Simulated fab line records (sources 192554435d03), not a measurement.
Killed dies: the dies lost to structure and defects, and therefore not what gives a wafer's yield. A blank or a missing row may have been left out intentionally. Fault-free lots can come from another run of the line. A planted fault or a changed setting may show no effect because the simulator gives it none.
Which tool is to blame? + flow n5-finfet + 10 lots, 30 wafers sampled, at 5 steps of a route of 1938

== WHAT THE GAUGES READ, wafer by wafer ==
N5_ZERO_LAYER_INSPECT_20: inspects for defects (darkfield). Usual: raw-defect-count 33, standard deviation 13.
| lot  | measured    | on                | raw-defect-count | flag |
|------|-------------|-------------------|------------------|------|
| L269 | day 2 01:26 | defect-inspect-01 | 41 26 21         |      |
| L270 | day 2 07:17 | defect-inspect-02 | 35 23 31         |      |
| L272 | day 2 19:57 | defect-inspect-02 | 34 48 45         |      |
| L273 | day 3 01:17 | defect-inspect-01 | 22 29 12         |      |
| L277 | day 4 01:16 | defect-inspect-02 | 50 36 36         |      |
| L278 | day 4 07:38 | defect-inspect-02 | 47 24 20         |      |
| L279 | day 4 13:23 | defect-inspect-01 | 35 38 17         |      |
| L285 | day 6 01:23 | defect-inspect-01 | 41 26 31         |      |
| L286 | day 6 07:20 | defect-inspect-02 | 28 33 35         |      |
| L288 | day 6 19:16 | defect-inspect-01 | 20 42 19         |      |

N5_WELL_APT_CD_MEAS_08 targets a cd of 200 nm. Usual: cd-nm 199.3 nm, standard deviation 1.9.
| lot  | measured    | on        | cd-nm (nm)        | flag |
|------|-------------|-----------|-------------------|------|
| L269 | day 2 01:52 | cd-sem-02 | 201.2 199.0 198.8 |      |
| L270 | day 2 07:35 | cd-sem-03 | 203.5 201.4 203.3 |      |
| L272 | day 2 20:16 | cd-sem-02 | 198.8 200.3 198.9 |      |
| L273 | day 3 01:43 | cd-sem-03 | 200.6 198.2 194.3 |      |
| L277 | day 4 01:41 | cd-sem-02 | 197.5 197.7 196.6 |      |
| L278 | day 4 08:04 | cd-sem-01 | 198.5 199.2 201.9 |      |
| L279 | day 4 13:49 | cd-sem-01 | 199.5 200.3 201.2 |      |
| L285 | day 6 01:41 | cd-sem-01 | 199.0 198.6 201.2 |      |
| L286 | day 6 07:39 | cd-sem-02 | 200.4 199.7 200.5 |      |
| L288 | day 6 19:34 | cd-sem-03 | 201.4 200.1 201.1 |      |

N5_BEOL_M4_RC_MEAS_101. Usual: DIBL_N 35.9 mV/V, standard deviation 1.4; DIBL_P 35.9 mV/V, standard deviation 1.7; IOFF_N 0.160 nA/um, standard deviation 0.026; IOFF_P 0.21 nA/um, standard deviation 0.036; ION_N 672 uA/um, standard deviation 11; ION_P 461 uA/um, standard deviation 8.1; RS_PWELL 3002 ohm/sq, standard deviation 22; SS_N 71.4 mV/dec, standard deviation 0.54; SS_P 73.2 mV/dec, standard deviation 0.67; VT_N 249.3 mV, standard deviation 2.7; VT_P -250 mV, standard deviation 3.9.
| lot  | measured     | on        | DIBL_N (mV/V)  | DIBL_P (mV/V)  | IOFF_N (nA/um)    | IOFF_P (nA/um) | ION_N (uA/um) | ION_P (uA/um) | RS_PWELL (ohm/sq) | SS_N (mV/dec)  | SS_P (mV/dec)  | VT_N (mV)         | VT_P (mV)      | flag |
|------|--------------|-----------|----------------|----------------|-------------------|----------------|---------------|---------------|-------------------|----------------|----------------|-------------------|----------------|------|
| L269 | day 9 00:26  | prober-01 | 34.8 36.4 32.5 | 34.6 37.3 32.9 | 0.127 0.172 0.114 | 0.20 0.26 0.19 | 660 683 669   | 460 474 470   | 3018 3038 3014    | 71.4 71.5 70.7 | 71.7 73.3 72.3 | 253.8 250.2 250.5 | -248 -246 -247 |      |
| L270 | day 9 04:48  | prober-02 | 36.3 38.0 36.7 | 36.2 39.1 35.7 | 0.161 0.208 0.169 | 0.22 0.28 0.21 | 674 682 674   | 462 465 454   | 3008 2974 3001    | 71.1 72.0 71.8 | 74.1 73.7 73.2 | 249.6 246.3 250.4 | -247 -248 -247 |      |
| L272 | day 9 14:31  | prober-01 | 37.4 37.1 35.0 | 35.6 36.0 33.4 | 0.178 0.178 0.136 | 0.20 0.21 0.16 | 674 686 664   | 456 458 448   | 3004 3007 3014    | 71.8 71.6 71.7 | 73.3 73.6 72.4 | 247.8 249.2 253.0 | -255 -253 -255 |      |
| L273 | day 9 05:35  | prober-01 | 35.8 37.2 35.4 | 37.4 38.3 36.6 | 0.168 0.183 0.158 | 0.24 0.24 0.21 | 689 681 666   | 473 463 459   | 2991 3005 2976    | 71.4 71.7 70.7 | 73.3 73.6 73.8 | 248.0 246.9 249.3 | -249 -247 -252 |      |
| L277 | day 10 14:10 | prober-02 | 35.7 34.4 33.6 | 35.9 34.8 33.0 | 0.157 0.137 0.122 | 0.21 0.20 0.17 | 667 666 648   | 456 463 452   | 3003 3049 3036    | 71.3 70.3 71.2 | 73.0 73.0 71.8 | 250.1 248.8 253.3 | -247 -248 -251 |      |
| L278 | day 10 16:13 | prober-01 | 35.8 32.5 36.7 | 36.3 31.9 37.0 | 0.153 0.105 0.161 | 0.19 0.14 0.20 | 676 658 663   | 455 448 452   | 4273 4245 4266    | 70.7 70.6 71.4 | 74.0 72.7 74.8 | 248.6 258.3 250.6 | -255 -257 -255 | OFF  |
| L279 | day 11 10:02 | prober-02 | 38.4 35.8 36.2 | 39.4 36.3 36.8 | 0.204 0.159 0.169 | 0.25 0.20 0.21 | 676 687 687   | 464 466 463   | 4260 4340 4278    | 72.0 71.6 71.7 | 73.9 72.9 72.5 | 243.7 248.7 245.4 | -250 -250 -251 | OFF  |
| L285 | day 12 12:24 | prober-01 | 37.8 34.7 37.3 | 38.4 34.8 38.4 | 0.207 0.137 0.178 | 0.23 0.18 0.23 | 679 658 672   | 458 456 459   | 2965 2987 2991    | 72.8 71.4 72.2 | 73.4 72.3 74.3 | 246.9 250.4 245.6 | -248 -252 -248 |      |
| L286 | day 13 00:23 | prober-01 | 35.5 37.5 35.4 | 35.9 38.4 35.7 | 0.162 0.193 0.156 | 0.25 0.28 0.24 | 663 680 667   | 465 472 462   | 2978 2971 2982    | 72.1 72.4 71.2 | 72.7 74.2 72.8 | 249.5 248.3 249.9 | -243 -244 -248 |      |
| L288 | day 13 03:45 | prober-02 | 40.2 35.4 37.4 | 39.1 34.9 37.0 | 0.228 0.132 0.165 | 0.27 0.19 0.22 | 677 672 682   | 468 462 465   | 3005 3025 3052    | 72.5 70.7 71.2 | 74.4 72.5 73.3 | 246.0 252.0 247.7 | -248 -254 -249 |      |

== WHICH TOOL RAN EACH LOT (tool, then ch and the chambers of the sampled wafers, then the start) ==
| lot  | N5_ZERO_LAYER_ETCH_18           | N5_WELL_APT_IMPLANT_31         |
|------|---------------------------------|--------------------------------|
| L269 | rie-si-01 ch 2,3, day 2 00:58   | implanter-02 ch 0, day 2 03:12 |
| L270 | rie-si-06 ch 0,2,3, day 2 06:49 | implanter-01 ch 0, day 2 09:04 |
| L272 | rie-si-06 ch 0,2,3, day 2 19:28 | implanter-02 ch 0, day 2 21:37 |
| L273 | rie-si-04 ch 0,2,3, day 3 00:49 | implanter-01 ch 0, day 3 03:32 |
| L277 | rie-si-01 ch 0,2, day 4 00:47   | implanter-02 ch 0, day 4 03:09 |
| L278 | rie-si-04 ch 0,1,2, day 4 07:11 | implanter-02 ch 0, day 4 09:47 |
| L279 | rie-si-06 ch 1,2, day 4 12:55   | implanter-02 ch 0, day 4 15:14 |
| L285 | rie-si-04 ch 0,2,3, day 6 00:55 | implanter-01 ch 0, day 6 02:59 |
| L286 | rie-si-04 ch 0,1,2, day 6 06:53 | implanter-01 ch 0, day 6 08:58 |
| L288 | rie-si-06 ch 0,1,2, day 6 18:48 | implanter-01 ch 0, day 6 21:10 |
- N5_ZERO_LAYER_ETCH_18: etches Si in HBr/Cl2, target depth 120 nm, time 40 s.
- N5_WELL_APT_IMPLANT_31

== AS READ BY THE TOOLS THEMSELVES (means over the sampled wafers that have a number; for cases with no such wafer, the mark the record gives instead) ==
N5_ZERO_LAYER_ETCH_18. Usual: bias-w 75.00 W, standard deviation 0.21; drypump-motor-current-A 5.7 A, standard deviation 0.39; oes-product-au 1.010 a.u., standard deviation 0.017; throttle-valve-pct 36.4 %, standard deviation 0.31.
| lot  | tool      | bias-w (W) | drypump-motor-current-A (A) | oes-product-au (a.u.) | throttle-valve-pct (%) | flag |
|------|-----------|------------|-----------------------------|-----------------------|------------------------|------|
| L269 | rie-si-01 | 74.78      | 5.1                         | 1.015                 | 36.5                   |      |
| L270 | rie-si-06 | 74.84      | 5.6                         | 0.999                 | 36.5                   |      |
| L272 | rie-si-06 | 75.08      | 5.6                         | 1.003                 | 36.5                   |      |
| L273 | rie-si-04 | 75.05      | 5.7                         | 1.027                 | 36.3                   |      |
| L277 | rie-si-01 | 75.01      | 5.3                         | 1.024                 | 36.4                   |      |
| L278 | rie-si-04 | 74.84      | 5.4                         | 1.016                 | 36.2                   |      |
| L279 | rie-si-06 | 75.18      | 5.9                         | 0.999                 | 36.2                   |      |
| L285 | rie-si-04 | 75.16      | 5.8                         | 1.025                 | 36.3                   |      |
| L286 | rie-si-04 | 74.83      | 5.4                         | 1.016                 | 36.2                   |      |
| L288 | rie-si-06 | 75.14      | 5.7                         | 0.999                 | 36.3                   |      |

N5_WELL_APT_IMPLANT_31. Usual: dose-ions-cm2 1.5003e+13, standard deviation 1.7e+10; faraday-current-uA 190, standard deviation 3.7; tilt-deg -0.003 degrees, standard deviation 0.019.
| lot  | tool         | dose-ions-cm2 | faraday-current-uA | tilt-deg (degrees) | flag |
|------|--------------|---------------|--------------------|--------------------|------|
| L269 | implanter-02 | 1.5005e+13    | 192                | -0.009             |      |
| L270 | implanter-01 | 1.5029e+13    | 194                | -0.008             |      |
| L272 | implanter-02 | 1.5011e+13    | 191                | -0.005             |      |
| L273 | implanter-01 | 1.5000e+13    | 189                | -0.007             |      |
| L277 | implanter-02 | 1.5000e+13    | 191                | 0.008              |      |
| L278 | implanter-02 | 8.1443e+12    | 103                | -0.028             | OFF  |
| L279 | implanter-02 | 8.1383e+12    | 101                | -0.003             | OFF  |
| L285 | implanter-01 | 1.4974e+13    | 193                | -0.010             |      |
| L286 | implanter-01 | 1.5007e+13    | 192                | 0.004              |      |
| L288 | implanter-01 | 1.5003e+13    | 189                | -0.008             |      |

== THE ANSWER, worked out from the rows above alone ==
Rule: lot off if the mean of its wafers having a number is beyond 3 standard deviations from the usual mean. A lot without any number at a reading at which 4 lots or more have one is off too. Where the step has rows for the other lots, those lots are counted as sound. The gauges are gone through in route order, then the tools' own readings, and for those a lot's mean is taken as printed above. At the first step where some lot is off, the reading lying furthest off is the one used; lots without a number count as furthest.
Off: L278, L279, seen at N5_BEOL_M4_RC_MEAS_101 (RS_PWELL).
A tool fits if, at a process step before that reading, it ran every lot that is off, and no sound lot after the first of them. Not tried: the gauges at N5_BEOL_M4_RC_MEAS_101; whatever is off there is also off at N5_WELL_APT_IMPLANT_31, on other tools, and gauge error can't account for it. One fits: N5_WELL_APT_IMPLANT_31 on implanter-02. A fault onset in the window from L277 (day 4 03:09, its last sound lot) to L278 (day 4 09:47, its first lot off) fits.
The tool's own readings at N5_WELL_APT_IMPLANT_31 bear it out: on the lots that are off they differ by more than 5 times the standard deviation of the sound lots' means. dose-ions-cm2 reads 8.1413e+12 there against 1.5004e+13 on the sound lots; faraday-current-uA reads 102 there against 191 on the sound lots.

== WHAT THE SIMULATOR HAD INSERTED ==
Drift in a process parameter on implanter-02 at N5_WELL_APT_IMPLANT_31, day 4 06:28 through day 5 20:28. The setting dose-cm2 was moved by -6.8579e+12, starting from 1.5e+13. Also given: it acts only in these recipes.
Struck lots among those shown: L278, L279. This agrees with what the rule above found.
